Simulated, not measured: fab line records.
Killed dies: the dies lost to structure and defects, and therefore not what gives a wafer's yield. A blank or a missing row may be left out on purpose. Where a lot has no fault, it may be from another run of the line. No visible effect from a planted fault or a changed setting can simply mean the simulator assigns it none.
Split-lot trial || flow n5Finfet || 39 wafers read across 7 lots, on a route 1938 steps long

SPLIT DETAILS
At N5_BEOL_M8_DESCUM_16 (chemistry O2, time 7.9 s), the setting timeS was moved away from the recipe's 7.9 s on 9 of the 39 wafers read, by -43.4% to +47.8%. The other wafers ran this setting at the recipe's value.

The reading comes from the split's own step.

THE READING
CAR-ArF_of_BEOL_M8_COAT_05.thkNm (the simulator's own value, which no gauge read), in nm, at N5_BEOL_M8_DESCUM_16 (chemistry O2, time 7.9 s). There is no usual value for it anywhere in the file. Across the 30 wafers here that went through the recipe, the average is 83.5 nm and the standard deviation 0.24 nm.

{"wafer": "L074.1", "tool, chamber at the split": "rieDiel-04, 1,0", "timeS as run, s": 7.9, "against the recipe": "recipe", "CAR-ArF_of_BEOL_M8_COAT_05.thkNm, nm": 83.6, "against lot-mates on the recipe": "-"}
{"wafer": "L074.4", "tool, chamber at the split": "rieDiel-04, 1,0", "timeS as run, s": 7.9, "against the recipe": "recipe", "CAR-ArF_of_BEOL_M8_COAT_05.thkNm, nm": 83.6, "against lot-mates on the recipe": "-"}
{"wafer": "L074.2", "tool, chamber at the split": "rieDiel-04, 0", "timeS as run, s": 7.9, "against the recipe": "recipe", "CAR-ArF_of_BEOL_M8_COAT_05.thkNm, nm": 83.2, "against lot-mates on the recipe": "-"}
{"wafer": "L074.3", "tool, chamber at the split": "rieDiel-04, 2", "timeS as run, s": 4.473, "against the recipe": "-43.4%", "CAR-ArF_of_BEOL_M8_COAT_05.thkNm, nm": 85.6, "against lot-mates on the recipe": "+2.1"}
{"wafer": "L074.6", "tool, chamber at the split": "rieDiel-04, 2", "timeS as run, s": 4.473, "against the recipe": "-43.4%", "CAR-ArF_of_BEOL_M8_COAT_05.thkNm, nm": 85.6, "against lot-mates on the recipe": "+2.1"}
{"wafer": "L074.5", "tool, chamber at the split": "rieDiel-04, 1", "timeS as run, s": 4.473, "against the recipe": "-43.4%", "CAR-ArF_of_BEOL_M8_COAT_05.thkNm, nm": 85.8, "against lot-mates on the recipe": "+2.3"}
{"wafer": "L076.1", "tool, chamber at the split": "rieDiel-04, 3", "timeS as run, s": 7.9, "against the recipe": "recipe", "CAR-ArF_of_BEOL_M8_COAT_05.thkNm, nm": 83, "against lot-mates on the recipe": "-"}
{"wafer": "L076.2", "tool, chamber at the split": "rieDiel-04, 2,3,2", "timeS as run, s": 7.9, "against the recipe": "recipe", "CAR-ArF_of_BEOL_M8_COAT_05.thkNm, nm": 83.6, "against lot-mates on the recipe": "-"}
{"wafer": "L076.5", "tool, chamber at the split": "rieDiel-04, 2,3,2", "timeS as run, s": 7.9, "against the recipe": "recipe", "CAR-ArF_of_BEOL_M8_COAT_05.thkNm, nm": 83.6, "against lot-mates on the recipe": "-"}
{"wafer": "L076.6", "tool, chamber at the split": "rieDiel-04, 2,3,2", "timeS as run, s": 7.9, "against the recipe": "recipe", "CAR-ArF_of_BEOL_M8_COAT_05.thkNm, nm": 83.6, "against lot-mates on the recipe": "-"}
{"wafer": "L076.3", "tool, chamber at the split": "rieDiel-04, 1,0", "timeS as run, s": 7.9, "against the recipe": "recipe", "CAR-ArF_of_BEOL_M8_COAT_05.thkNm, nm": 83.2, "against lot-mates on the recipe": "-"}
{"wafer": "L076.4", "tool, chamber at the split": "rieDiel-04, 1,0", "timeS as run, s": 7.9, "against the recipe": "recipe", "CAR-ArF_of_BEOL_M8_COAT_05.thkNm, nm": 83.2, "against lot-mates on the recipe": "-"}
{"wafer": "L082.1", "tool, chamber at the split": "rieDiel-03, 0,2,2,1", "timeS as run, s": 7.9, "against the recipe": "recipe", "CAR-ArF_of_BEOL_M8_COAT_05.thkNm, nm": 83.6, "against lot-mates on the recipe": "-"}
{"wafer": "L082.2", "tool, chamber at the split": "rieDiel-03, 0,2,2,1", "timeS as run, s": 7.9, "against the recipe": "recipe", "CAR-ArF_of_BEOL_M8_COAT_05.thkNm, nm": 83.6, "against lot-mates on the recipe": "-"}
{"wafer": "L082.4", "tool, chamber at the split": "rieDiel-03, 0,2,2,1", "timeS as run, s": 7.9, "against the recipe": "recipe", "CAR-ArF_of_BEOL_M8_COAT_05.thkNm, nm": 83.6, "against lot-mates on the recipe": "-"}
{"wafer": "L082.5", "tool, chamber at the split": "rieDiel-03, 0,2,2,1", "timeS as run, s": 7.9, "against the recipe": "recipe", "CAR-ArF_of_BEOL_M8_COAT_05.thkNm, nm": 83.6, "against lot-mates on the recipe": "-"}
{"wafer": "L082.3", "tool, chamber at the split": "rieDiel-03, 1", "timeS as run, s": 7.9, "against the recipe": "recipe", "CAR-ArF_of_BEOL_M8_COAT_05.thkNm, nm": 83.4, "against lot-mates on the recipe": "-"}
{"wafer": "L082.6", "tool, chamber at the split": "rieDiel-03, 0", "timeS as run, s": 7.9, "against the recipe": "recipe", "CAR-ArF_of_BEOL_M8_COAT_05.thkNm, nm": 83.8, "against lot-mates on the recipe": "-"}
{"wafer": "L087.1", "tool, chamber at the split": "rieDiel-01, 2", "timeS as run, s": 7.9, "against the recipe": "recipe", "CAR-ArF_of_BEOL_M8_COAT_05.thkNm, nm": 83.6, "against lot-mates on the recipe": "-"}
{"wafer": "L087.2", "tool, chamber at the split": "rieDiel-01, 0", "timeS as run, s": 7.9, "against the recipe": "recipe", "CAR-ArF_of_BEOL_M8_COAT_05.thkNm, nm": 83, "against lot-mates on the recipe": "-"}
{"wafer": "L087.3", "tool, chamber at the split": "rieDiel-01, 1,2,3", "timeS as run, s": 11.68, "against the recipe": "+47.8%", "CAR-ArF_of_BEOL_M8_COAT_05.thkNm, nm": 81, "against lot-mates on the recipe": -2.3}
{"wafer": "L087.5", "tool, chamber at the split": "rieDiel-01, 1,2,3", "timeS as run, s": 11.68, "against the recipe": "+47.8%", "CAR-ArF_of_BEOL_M8_COAT_05.thkNm, nm": 81, "against lot-mates on the recipe": -2.3}
{"wafer": "L087.6", "tool, chamber at the split": "rieDiel-01, 1,2,3", "timeS as run, s": 11.68, "against the recipe": "+47.8%", "CAR-ArF_of_BEOL_M8_COAT_05.thkNm, nm": 81, "against lot-mates on the recipe": -2.3}
{"wafer": "L087.4", "tool, chamber at the split": "rieDiel-01, 3", "timeS as run, s": 7.9, "against the recipe": "recipe", "CAR-ArF_of_BEOL_M8_COAT_05.thkNm, nm": 83.4, "against lot-mates on the recipe": "-"}
{"wafer": "L091.1", "tool, chamber at the split": "rieDiel-01, 0", "timeS as run, s": 7.9, "against the recipe": "recipe", "CAR-ArF_of_BEOL_M8_COAT_05.thkNm, nm": 83.6, "against lot-mates on the recipe": "-"}
{"wafer": "L091.2", "tool, chamber at the split": "rieDiel-01, 2,1,2", "timeS as run, s": 9.388, "against the recipe": "+18.8%", "CAR-ArF_of_BEOL_M8_COAT_05.thkNm, nm": 82.6, "against lot-mates on the recipe": -0.9}
{"wafer": "L091.5", "tool, chamber at the split": "rieDiel-01, 2,1,2", "timeS as run, s": 9.388, "against the recipe": "+18.8%", "CAR-ArF_of_BEOL_M8_COAT_05.thkNm, nm": 82.6, "against lot-mates on the recipe": -0.9}
{"wafer": "L091.6", "tool, chamber at the split": "rieDiel-01, 2,1,2", "timeS as run, s": 9.388, "against the recipe": "+18.8%", "CAR-ArF_of_BEOL_M8_COAT_05.thkNm, nm": 82.6, "against lot-mates on the recipe": -0.9}
{"wafer": "L091.3", "tool, chamber at the split": "rieDiel-01, 1,3", "timeS as run, s": 7.9, "against the recipe": "recipe", "CAR-ArF_of_BEOL_M8_COAT_05.thkNm, nm": 83.4, "against lot-mates on the recipe": "-"}
{"wafer": "L091.4", "tool, chamber at the split": "rieDiel-01, 1,3", "timeS as run, s": 7.9, "against the recipe": "recipe", "CAR-ArF_of_BEOL_M8_COAT_05.thkNm, nm": 83.4, "against lot-mates on the recipe": "-"}
{"wafer": "L096.1", "tool, chamber at the split": "rieDiel-03, 0,2,3,0", "timeS as run, s": 7.9, "against the recipe": "recipe", "CAR-ArF_of_BEOL_M8_COAT_05.thkNm, nm": 83.6, "against lot-mates on the recipe": "-"}
{"wafer": "L096.2", "tool, chamber at the split": "rieDiel-03, 0,2,3,0", "timeS as run, s": 7.9, "against the recipe": "recipe", "CAR-ArF_of_BEOL_M8_COAT_05.thkNm, nm": 83.6, "against lot-mates on the recipe": "-"}
{"wafer": "L096.3", "tool, chamber at the split": "rieDiel-03, 0,2,3,0", "timeS as run, s": 7.9, "against the recipe": "recipe", "CAR-ArF_of_BEOL_M8_COAT_05.thkNm, nm": 83.6, "against lot-mates on the recipe": "-"}
{"wafer": "L096.5", "tool, chamber at the split": "rieDiel-03, 0,2,3,0", "timeS as run, s": 7.9, "against the recipe": "recipe", "CAR-ArF_of_BEOL_M8_COAT_05.thkNm, nm": 83.6, "against lot-mates on the recipe": "-"}
{"wafer": "L096.4", "tool, chamber at the split": "rieDiel-03, 1,3", "timeS as run, s": 7.9, "against the recipe": "recipe", "CAR-ArF_of_BEOL_M8_COAT_05.thkNm, nm": 83.8, "against lot-mates on the recipe": "-"}
{"wafer": "L096.6", "tool, chamber at the split": "rieDiel-03, 1,3", "timeS as run, s": 7.9, "against the recipe": "recipe", "CAR-ArF_of_BEOL_M8_COAT_05.thkNm, nm": 83.8, "against lot-mates on the recipe": "-"}
{"wafer": "L097.2", "tool, chamber at the split": "rieDiel-04, 0,3", "timeS as run, s": 7.9, "against the recipe": "recipe", "CAR-ArF_of_BEOL_M8_COAT_05.thkNm, nm": 83, "against lot-mates on the recipe": "-"}
{"wafer": "L097.4", "tool, chamber at the split": "rieDiel-04, 0,3", "timeS as run, s": 7.9, "against the recipe": "recipe", "CAR-ArF_of_BEOL_M8_COAT_05.thkNm, nm": 83, "against lot-mates on the recipe": "-"}
{"wafer": "L097.5", "tool, chamber at the split": "rieDiel-04, 2", "timeS as run, s": 7.9, "against the recipe": "recipe", "CAR-ArF_of_BEOL_M8_COAT_05.thkNm, nm": 83.2, "against lot-mates on the recipe": "-"}
Where a row lists several chambers, the file gives one row for several wafers and doesn't say which wafer went through which chamber.

FIT RESULTS
A straight line over all 39 wafers: CAR-ArF_of_BEOL_M8_COAT_05.thkNm changes by -0.0508 nm for each +1% of timeS; r = -0.97; the points scatter about the line by 0.22 nm.
The same after taking each lot's own level away (the mean of its wafers on the recipe; 39 wafers): -0.0494 nm for each +1%; r = -0.99; scatter 0.15 nm.
On that fit, the largest move of timeS shifts the reading by 2.4 nm.
Across the lots, their own levels run from 83.07 to 83.67 nm, a range of 2.5 times the standard deviation given above.
The two slopes agree, so the slope changes little with the lot-to-lot level.
Check: -2.36 nm against its lot-mates is what the line predicts for one of the wafers moved furthest among these (+47.8%) when that wafer is left out of the fit. Against them it came out at -2.33 nm.

THE OTHER SPLITS THESE WAFERS WENT THROUGH
Note: prior to the reading, these wafers also went through further splits. Each is held against what the fit with the lots' levels taken away leaves over:
{"other split on the same wafers": "N5_ZERO_LAYER_DEVELOP_10 developTimeS", "wafers away from the commonest value": 18, "r with CAR-ArF_of_BEOL_M8_COAT_05.thkNm (lot level and that fit taken away)": -0.13}
{"other split on the same wafers": "N5_FIN_SAQP_PECVD_47 timeS", "wafers away from the commonest value": 12, "r with CAR-ArF_of_BEOL_M8_COAT_05.thkNm (lot level and that fit taken away)": "+0.06"}
{"other split on the same wafers": "N5_HKMG_FIN_ALD_75 targetThkA", "wafers away from the commonest value": 12, "r with CAR-ArF_of_BEOL_M8_COAT_05.thkNm (lot level and that fit taken away)": -0.13}
{"other split on the same wafers": "N5_MOL_CONTACT_COAG_ALD_27 aldCycles", "wafers away from the commonest value": 12, "r with CAR-ArF_of_BEOL_M8_COAT_05.thkNm (lot level and that fit taken away)": "+0.23"}
{"other split on the same wafers": "N5_BEOL_M6_VIA_ETCH_34 timeS", "wafers away from the commonest value": 15, "r with CAR-ArF_of_BEOL_M8_COAT_05.thkNm (lot level and that fit taken away)": -0.09}

FILE'S OWN FIT
CAR-ArF_of_BEOL_M8_COAT_05.thkNm changes by -0.0494 nm for each +1% of timeS, r = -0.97.
